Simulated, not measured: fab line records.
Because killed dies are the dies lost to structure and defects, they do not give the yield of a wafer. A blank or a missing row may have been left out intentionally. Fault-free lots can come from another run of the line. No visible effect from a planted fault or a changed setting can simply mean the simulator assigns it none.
Matching of chambers	flow nandHarc	NHARC_P_ZERO_WELL_DESCUM_39 on rieDiel-13: 4 sister chambers
The step chemistry O2, time 3 s. 8 wafers are shown with their chamber, then 12 later ones without.

WAFERS WITH THEIR CHAMBER
wafer	chamber	drypumpMotorCurrentA (A)	showerheadPlenumPTorr (Torr)
L086.4	0	5.3	1.96
L088.6	3	6.2	1.91
L089.2	0	5.4	1.95
L089.4	2	5.9	1.89
L089.5	1	5.7	1.88
L090.1	1	5.6	1.88
L090.2	2	5.9	1.89
L090.3	3	6.2	1.91

WAFERS WITHOUT THEIR CHAMBER
wafer	drypumpMotorCurrentA (A)	showerheadPlenumPTorr (Torr)
L091.2	5.4	1.95
L091.3	5.6	1.88
L091.6	5.4	1.95
L094.1	5.7	1.88
L094.4	5.4	1.95
L094.5	5.4	1.95
L095.1	5.9	1.88
L095.4	5.7	1.88
L095.5	5.4	1.95
L097.1	6.2	1.90
L097.3	5.4	1.95
L097.4	5.7	1.87

CHAMBER TAKEN BY EACH
wafer	from the rows above	in truth
L091.2	0	0
L091.3	1	1
L091.6	0	0
L094.1	1	1
L094.4	0	0
L094.5	0	0
L095.1	2	2
L095.4	1	1
L095.5	0	0
L097.1	3	3
L097.3	0	0
L097.4	1	1
12 of 12 placed correctly. Can't be placed from these rows: 0. 0 placed wrongly.
How it was worked out, from the rows above alone: a wafer's distance from a chamber is the root of the sum, over the readings, of the square of ((its reading less the chamber's mean) divided by the reading's scatter). If the next closest chamber is less than 2 further off than the closest, the wafer can't be placed; otherwise it belongs to the closest. The mean given for a chamber averages the wafers shown for that chamber. The scatter: take each reading less its chamber's mean, square it, sum over the shown wafers, divide by the number of wafers less the number of chambers, and take the root.
